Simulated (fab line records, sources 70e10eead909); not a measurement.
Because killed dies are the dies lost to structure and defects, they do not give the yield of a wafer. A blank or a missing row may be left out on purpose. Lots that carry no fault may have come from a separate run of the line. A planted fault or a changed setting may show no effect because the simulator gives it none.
fab line records	flow nand_harc
record: lots: 7	wafers: 21	last_day: 34
route steps=1302 shown A_SOURCE_PLATE@418 A_ONON_D1@424 END@1302
lots untouched by any fault: they come from a run of this same line in which no faults occurred
start_h: the number of hours between the record's first day and the start of the first shown wafer of the lot	wait_h: hours elapsed since this lot's preceding step	" as in the row above	L1.1+2: a single row standing in for several wafers	- either no value or no given start	* or withheld: withheld	< > ~ a bound
route shown NAME@n: names a module that has steps shown in the file, with the first one's number in the route	usual: mean/standard deviation of fault-free wafers	same: alike in all rows	chamber/n: place in a boat	sites: the reading at each site	_std_site: standard deviation across them	_edge_site: the outer-site mean with the inner-site mean subtracted	radius_mm: for every site, how far away it sits from the centre of the wafer	mask NAME#n: copy n	behind: the most recent tool/chamber to have shaped the wafer	hold: cause of the lot's hold/its duration in hours/its outcome	device: transistor that didn't switch, given as n, p or np	end of line: the same wafers' tests at the end of the route	a step with no rows: only its recipe	killed: not the wafer's yield, but the dies lost to structure and defects at the first sort	map: a wafer's dies, x killed, . not, _ none there
set.NAME: the setting that was run; set.NAME@STEP: the one run at that earlier step	model.NAME: the simulator's own value behind a step, which no gauge read
lots seen at some steps along the route; tables by step, rows by wafer
services: a tool's chamber out of use, with start hour (start_h, from the record's first day; less than 0 if before it), hours out, and reason
== steps ==
step: NHARC_A_SOURCE_PLATE_CVD_03
recipe: target_thk_a: 2000	temp_c: 620	pressure_mtorr: 200	time_s: 4000	material: poly-Si
step: NHARC_A_SOURCE_PLATE_ANNEAL_05
recipe: temp_c: 850	time_s: 1800
step: NHARC_A_SOURCE_PLATE_THK_MEAS_06
recipe: thk_meas_gauge: ellipsometry
usual: thk_nm: 200.4/1.9
lot.wafer	tool	chamber	start_h	wait_h	thk_nm
L842.1	film_metro-02	-	191.30	0.4	200.0
L842.4	"	-	"	"	200.5
L842.5	"	-	"	"	201.9
L847.1	film_metro-01	-	232.09	0.4	199.9
L847.2	"	-	"	"	200.4
L847.5	"	-	"	"	201.6
L855.1	film_metro-01	-	324.50	0.4	198.8
L855.5	"	-	"	"	199.3
L855.6	"	-	"	"	197.4
L856.3	film_metro-02	-	324.52	0.4	199.7
L856.5	"	-	"	"	201.3
L856.6	"	-	"	"	199.7
L857.1	film_metro-01	-	338.01	0.4	198.2
L857.2	"	-	"	"	200.5
L857.6	"	-	"	"	201.3
L860.1	film_metro-01	-	357.06	0.4	200.1
L860.2	"	-	"	"	199.8
L860.5	"	-	"	"	198.8
L863.2	film_metro-02	-	389.40	0.4	199.4
L863.3	"	-	"	"	200.9
L863.5	"	-	"	"	198.6
step: NHARC_A_SOURCE_PLATE_INSPECT_08
usual: raw_defect_count: 65/30
lot.wafer	tool	chamber	start_h	wait_h	raw_defect_count
L842.1	defect_inspect-01	-	191.39	0.0	65
L842.4	"	-	"	"	78
L842.5	"	-	"	"	80
L847.1	defect_inspect-01	-	232.17	0.0	32
L847.2	"	-	"	"	53
L847.5	"	-	"	"	87
L855.1	defect_inspect-02	-	324.56	0.0	81
L855.5	"	-	"	"	84
L855.6	"	-	"	"	105
L856.3	defect_inspect-01	-	324.59	0.0	41
L856.5	"	-	"	"	65
L856.6	"	-	"	"	71
L857.1	defect_inspect-02	-	338.11	0.0	59
L857.2	"	-	"	"	52
L857.6	"	-	"	"	112
L860.1	defect_inspect-02	-	357.12	0.0	37
L860.2	"	-	"	"	92
L860.5	"	-	"	"	70
L863.2	defect_inspect-02	-	389.51	0.0	65
L863.3	"	-	"	"	87
L863.5	"	-	"	"	105
step: NHARC_A_ONON_D1_DEP_00
recipe: target_thk_a: 10000	n2_flow_sccm: 2750	n2o_flow_sccm: 2000	nh3_flow_sccm: 500	sih4_flow_sccm: 210	temp_c: 400
step: NHARC_A_ONON_D1_THK_MEAS_02
recipe: thk_meas_gauge: ellipsometry
usual: thk_nm: 999/10
lot.wafer	tool	chamber	start_h	wait_h	thk_nm
L842.1	film_metro-02	-	192.06	-	1010
L842.4	"	-	"	"	1007
L842.5	"	-	"	"	1008
L847.1	film_metro-02	-	232.75	-	979
L847.2	"	-	"	"	978
L847.5	"	-	"	"	979
L855.1	film_metro-01	-	325.14	-	1002
L855.5	"	-	"	"	1003
L855.6	"	-	"	"	1000
L856.3	film_metro-02	-	325.15	-	1017
L856.5	"	-	"	"	1016
L856.6	"	-	"	"	1019
L857.1	film_metro-01	-	338.69	-	996
L857.2	"	-	"	"	995
L857.6	"	-	"	"	995
L860.1	film_metro-02	-	357.70	-	997
L860.2	"	-	"	"	995
L860.5	"	-	"	"	992
L863.2	film_metro-01	-	390.08	-	1018
L863.3	"	-	"	"	1018
L863.5	"	-	"	"	1018
step: NHARC_A_ONON_D1_DEP_03
recipe: target_thk_a: 10000	n2_flow_sccm: 2750	n2o_flow_sccm: 2000	nh3_flow_sccm: 500	sih4_flow_sccm: 210	temp_c: 400
step: NHARC_A_ONON_D1_THK_MEAS_05
recipe: thk_meas_gauge: ellipsometry
usual: thk_nm: 1001/9
lot.wafer	tool	chamber	start_h	wait_h	thk_nm
L842.1	film_metro-01	-	192.65	-	1010
L842.4	"	-	"	"	1007
L842.5	"	-	"	"	1008
L847.1	film_metro-01	-	233.35	-	1002
L847.2	"	-	"	"	1004
L847.5	"	-	"	"	1003
L855.1	film_metro-01	-	325.71	-	1014
L855.5	"	-	"	"	1012
L855.6	"	-	"	"	1011
L856.3	film_metro-02	-	325.72	-	1000
L856.5	"	-	"	"	1001
L856.6	"	-	"	"	1001
L857.1	film_metro-02	-	339.26	-	1008
L857.2	"	-	"	"	1008
L857.6	"	-	"	"	1008
L860.1	film_metro-02	-	358.27	-	1013
L860.2	"	-	"	"	1012
L860.5	"	-	"	"	1011
L863.2	film_metro-01	-	390.64	-	990
L863.3	"	-	"	"	989
L863.5	"	-	"	"	988
step: NHARC_A_ONON_D1_DEP_06
recipe: target_thk_a: 10000	n2_flow_sccm: 2750	n2o_flow_sccm: 2000	nh3_flow_sccm: 500	sih4_flow_sccm: 210	temp_c: 400
step: NHARC_A_ONON_D1_THK_MEAS_08
recipe: thk_meas_gauge: ellipsometry
usual: thk_nm: 999/11
lot.wafer	tool	chamber	start_h	wait_h	thk_nm
L842.1	film_metro-02	-	193.22	-	1003
L842.4	"	-	"	"	1000
L842.5	"	-	"	"	1001
L847.1	film_metro-02	-	233.91	-	1015
L847.2	"	-	"	"	1015
L847.5	"	-	"	"	1017
L855.1	film_metro-01	-	326.27	-	1011
L855.5	"	-	"	"	1011
L855.6	"	-	"	"	1012
L856.3	film_metro-02	-	326.29	-	1010
L856.5	"	-	"	"	1010
L856.6	"	-	"	"	1008
L857.1	film_metro-01	-	339.83	-	1003
L857.2	"	-	"	"	1006
L857.6	"	-	"	"	1003
L860.1	film_metro-02	-	358.83	-	996
L860.2	"	-	"	"	996
L860.5	"	-	"	"	993
L863.2	film_metro-02	-	391.21	-	1005
L863.3	"	-	"	"	1008
L863.5	"	-	"	"	1007
step: NHARC_A_ONON_D1_DEP_09
recipe: target_thk_a: 10000	n2_flow_sccm: 2750	n2o_flow_sccm: 2000	nh3_flow_sccm: 500	sih4_flow_sccm: 210	temp_c: 400
usual: n2_flow_sccm: 2750/8	n2o_flow_sccm: 2001/5.5
lot.wafer	tool	chamber	start_h	wait_h	n2_flow_sccm	n2o_flow_sccm
L842.1	pecvd_onon-03	0	193.28	0.1	2750	1996
L842.4	"	0	"	"	2757	1988
L842.5	"	0	"	"	2750	1999
L847.1	pecvd_onon-04	0	233.97	0.1	2745	1998
L847.2	"	0	"	"	2759	1996
L847.5	"	0	"	"	2750	1999
L855.1	pecvd_onon-04	-	326.32	0.1	-	-
L855.5	"	-	"	"	-	-
L855.6	"	-	"	"	-	-
L856.3	pecvd_onon-02	-	326.46	0.2	-	-
L856.5	"	-	"	"	-	-
L856.6	"	-	"	"	-	-
L857.1	pecvd_onon-02	-	339.88	0.1	-	-
L857.2	"	-	"	"	-	-
L857.6	"	-	"	"	-	-
L860.1	pecvd_onon-03	0	358.88	0.1	2754	2005
L860.2	"	0	"	"	2747	2001
L860.5	"	0	"	"	2749	2002
L863.2	pecvd_onon-03	0	391.32	0.1	2732	2002
L863.3	"	0	"	"	2749	2004
L863.5	"	0	"	"	2749	2013
step: NHARC_END_SORT_01
recipe: temp_c: 25
usual: killed_at_array: 58/20	killed_at_other: 0.8/1	killed_at_periphery: 4.6/2.8	killed_dies: 63/19	killed_open: 3.4/2	killed_short: 2.4/1.8
same: gross_dies: 677
lot.wafer	tool	chamber	start_h	wait_h	killed_at_array	killed_at_other	killed_at_periphery	killed_dies	killed_open	killed_short
L855.1	prober-01	0	716.95	2.5	674	0	3	677	3	1
L855.5	prober-01	0	720.12	3.7	671	0	6	677	4	1
L855.6	prober-01	0	720.91	4.0	672	1	4	677	4	2
L856.3	prober-01	0	728.18	3.1	677	0	0	677	3	2
L856.5	prober-01	0	729.78	3.7	675	0	2	677	3	3
L856.6	prober-01	0	730.59	4.0	674	1	2	677	4	2
L857.1	prober-01	0	761.47	2.5	675	0	2	677	4	1
L857.2	prober-01	0	762.27	2.8	673	0	4	677	3	2
L857.6	prober-01	0	765.47	4.0	673	0	4	677	4	3
killed by level:class
L855.1 A_ONON_D1:area_dep=604 A_CHANNEL_HOLE_D2:chamber_film_flake=21 A_CHANNEL_HOLE_D1:chamber_film_flake=19 A_SLIT:chamber_film_flake=13 A_CONTACT:chamber_film_flake=9 A_SGD_CUT:chamber_film_flake=4 P_CONTACT:geometric_particle:open=2 A_STAIRCASE:chamber_film_flake=2
L855.5 A_ONON_D1:area_dep=583 A_SLIT:chamber_film_flake=30 A_CHANNEL_HOLE_D1:chamber_film_flake=22 A_CONTACT:chamber_film_flake=13 A_CHANNEL_HOLE_D2:chamber_film_flake=12 A_SGD_CUT:chamber_film_flake=7 P_GATE:geometric_particle:open=1 P_CONTACT:geometric_particle:open=1
L855.6 A_ONON_D1:area_dep=552 A_CHANNEL_HOLE_D1:chamber_film_flake=36 A_CHANNEL_HOLE_D2:chamber_film_flake=30 A_SLIT:chamber_film_flake=24 A_CONTACT:chamber_film_flake=17 A_SGD_CUT:chamber_film_flake=3 A_CHANNEL_FILL_D2:geometric_particle:short=2 P_M1:chamber_film_flake=2
L856.3 A_ONON_D1:area_dep=624 A_SLIT:chamber_film_flake=29 A_CHANNEL_HOLE_D1:chamber_film_flake=9 A_CONTACT:chamber_film_flake=5 A_CHANNEL_FILL_D1:geometric_particle:open=2 A_SGD_CUT:chamber_film_flake=2 A_BLC:chamber_film_flake=2 A_DECK1_JOINT:geometric_particle:open=1
L856.5 A_ONON_D1:area_dep=615 A_SLIT:chamber_film_flake=29 A_CHANNEL_HOLE_D1:chamber_film_flake=11 A_CONTACT:chamber_film_flake=9 A_SGD_CUT:chamber_film_flake=2 A_ONON_D1:geometric_particle:short=1 A_CHANNEL_FILL_D1:geometric_particle:open=1 A_CHANNEL_FILL_D1:geometric_particle:short=1
L856.6 A_ONON_D1:area_dep=630 A_SLIT:chamber_film_flake=19 A_CONTACT:chamber_film_flake=8 A_CHANNEL_HOLE_D1:chamber_film_flake=4 A_BLC:chamber_film_flake=3 A_ONON_D2:geometric_particle:open=2 A_ONON_D1:geometric_particle:short=1 A_ONON_D2:geometric_particle:short=1
L857.1 A_ONON_D1:area_dep=620 A_SLIT:chamber_film_flake=23 A_CHANNEL_HOLE_D1:chamber_film_flake=11 A_STAIRCASE:chamber_film_flake=8 A_CONTACT:chamber_film_flake=6 A_WL_FILL:chamber_film_flake=3 P_M0:geometric_particle:open=1 A_SOURCE_PLATE:geometric_particle:open=1
L857.2 A_ONON_D1:area_dep=613 A_SLIT:chamber_film_flake=36 A_CHANNEL_HOLE_D1:chamber_film_flake=10 A_CONTACT:chamber_film_flake=7 A_WL_FILL:chamber_film_flake=2 P_GATE:geometric_particle:open=1 A_ONON_D1:geometric_particle:open=1 A_ONON_D1:geometric_particle:short=1
L857.6 A_ONON_D1:area_dep=620 A_SLIT:chamber_film_flake=26 A_CHANNEL_HOLE_D1:chamber_film_flake=13 A_STAIRCASE:chamber_film_flake=5 P_M0:chamber_film_flake=2 A_WL_FILL:chamber_film_flake=2 P_M0:geometric_particle:short=1 A_ONON_D1:geometric_particle:short=1
map L855.1 (x killed, . not)
____________x____________
_________xxxxxxx_________
_______xxxxxxxxxxx_______
______xxxxxxxxxxxxx______
_____xxxxxxxxxxxxxxx_____
____xxxxxxxxxxxxxxxxx____
____xxxxxxxxxxxxxxxxx____
___xxxxxxxxxxxxxxxxxxx___
___xxxxxxxxxxxxxxxxxxx___
__xxxxxxxxxxxxxxxxxxxxx__
__xxxxxxxxxxxxxxxxxxxxx__
_xxxxxxxxxxxxxxxxxxxxxxx_
_xxxxxxxxxxxxxxxxxxxxxxx_
_xxxxxxxxxxxxxxxxxxxxxxx_
_xxxxxxxxxxxxxxxxxxxxxxx_
_xxxxxxxxxxxxxxxxxxxxxxx_
xxxxxxxxxxxxxxxxxxxxxxxxx
xxxxxxxxxxxxxxxxxxxxxxxxx
xxxxxxxxxxxxxxxxxxxxxxxxx
xxxxxxxxxxxxxxxxxxxxxxxxx
xxxxxxxxxxxxxxxxxxxxxxxxx
_xxxxxxxxxxxxxxxxxxxxxxx_
_xxxxxxxxxxxxxxxxxxxxxxx_
_xxxxxxxxxxxxxxxxxxxxxxx_
_xxxxxxxxxxxxxxxxxxxxxxx_
_xxxxxxxxxxxxxxxxxxxxxxx_
__xxxxxxxxxxxxxxxxxxxxx__
__xxxxxxxxxxxxxxxxxxxxx__
___xxxxxxxxxxxxxxxxxxx___
___xxxxxxxxxxxxxxxxxxx___
____xxxxxxxxxxxxxxxxx____
____xxxxxxxxxxxxxxxxx____
_____xxxxxxxxxxxxxxx_____
______xxxxxxxxxxxxx______
_______xxxxxxxxxxx_______
_________xxxxxxx_________
____________x____________
map L856.3 (x killed, . not)
____________x____________
_________xxxxxxx_________
_______xxxxxxxxxxx_______
______xxxxxxxxxxxxx______
_____xxxxxxxxxxxxxxx_____
____xxxxxxxxxxxxxxxxx____
____xxxxxxxxxxxxxxxxx____
___xxxxxxxxxxxxxxxxxxx___
___xxxxxxxxxxxxxxxxxxx___
__xxxxxxxxxxxxxxxxxxxxx__
__xxxxxxxxxxxxxxxxxxxxx__
_xxxxxxxxxxxxxxxxxxxxxxx_
_xxxxxxxxxxxxxxxxxxxxxxx_
_xxxxxxxxxxxxxxxxxxxxxxx_
_xxxxxxxxxxxxxxxxxxxxxxx_
_xxxxxxxxxxxxxxxxxxxxxxx_
xxxxxxxxxxxxxxxxxxxxxxxxx
xxxxxxxxxxxxxxxxxxxxxxxxx
xxxxxxxxxxxxxxxxxxxxxxxxx
xxxxxxxxxxxxxxxxxxxxxxxxx
xxxxxxxxxxxxxxxxxxxxxxxxx
_xxxxxxxxxxxxxxxxxxxxxxx_
_xxxxxxxxxxxxxxxxxxxxxxx_
_xxxxxxxxxxxxxxxxxxxxxxx_
_xxxxxxxxxxxxxxxxxxxxxxx_
_xxxxxxxxxxxxxxxxxxxxxxx_
__xxxxxxxxxxxxxxxxxxxxx__
__xxxxxxxxxxxxxxxxxxxxx__
___xxxxxxxxxxxxxxxxxxx___
___xxxxxxxxxxxxxxxxxxx___
____xxxxxxxxxxxxxxxxx____
____xxxxxxxxxxxxxxxxx____
_____xxxxxxxxxxxxxxx_____
______xxxxxxxxxxxxx______
_______xxxxxxxxxxx_______
_________xxxxxxx_________
____________x____________
== services ==
tool	chamber	start_h	hours	kind
pecvd_onon-02	-	185.00	13.0	pm
pecvd_onon-03	-	221.78	0.5	repair
pecvd_onon-03	-	227.29	13.0	pm
pecvd_onon-04	-	311.31	13.0	pm
pecvd_onon-02	-	366.00	13.0	pm
== key ==
first_sign: step: NHARC_A_ONON_D1_DEP_09	reading: tool_record	direction: missing
effect: step: NHARC_END_SORT_01	reading: killed_dies	direction: up	sigmas: 32	usual: 63	struck: 677
more_kills_born_at: NHARC_A_ONON_D1_DEP_09@pecvd_onon-02: 3722	NHARC_A_ONON_D1_DEP_09@pecvd_onon-04: 1739
met_at NHARC_A_ONON_D1_DEP_09
struck_wafers L855.1,L855.5,L855.6,L856.3,L856.5,L856.6,L857.1,L857.2,L857.6
later_rows_left_out L855.1,L855.5,L855.6,L856.3,L856.5,L856.6,L857.1,L857.2,L857.6
tester_left_out L855,L856,L857
onset_between 233.97 326.32
fault: kind: skipped_step_whole	tool: pecvd_onon-02,pecvd_onon-04	chamber: -	onset_h: 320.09	steps: NHARC_A_ONON_D1_DEP_09	scope: struck_lots_only
tester_left_out: of these lots the tester's yield and bins aren't shown, on N5 and GAA mostly nor the transistor test; their killed dies are dies lost to structure and defects alone, not to doping, threshold or leakage, so they don't give the yield
later_rows_left_out: the simulator's readings of these wafers behind a module that went badly wrong aren't trusted and aren't shown, but for the sort
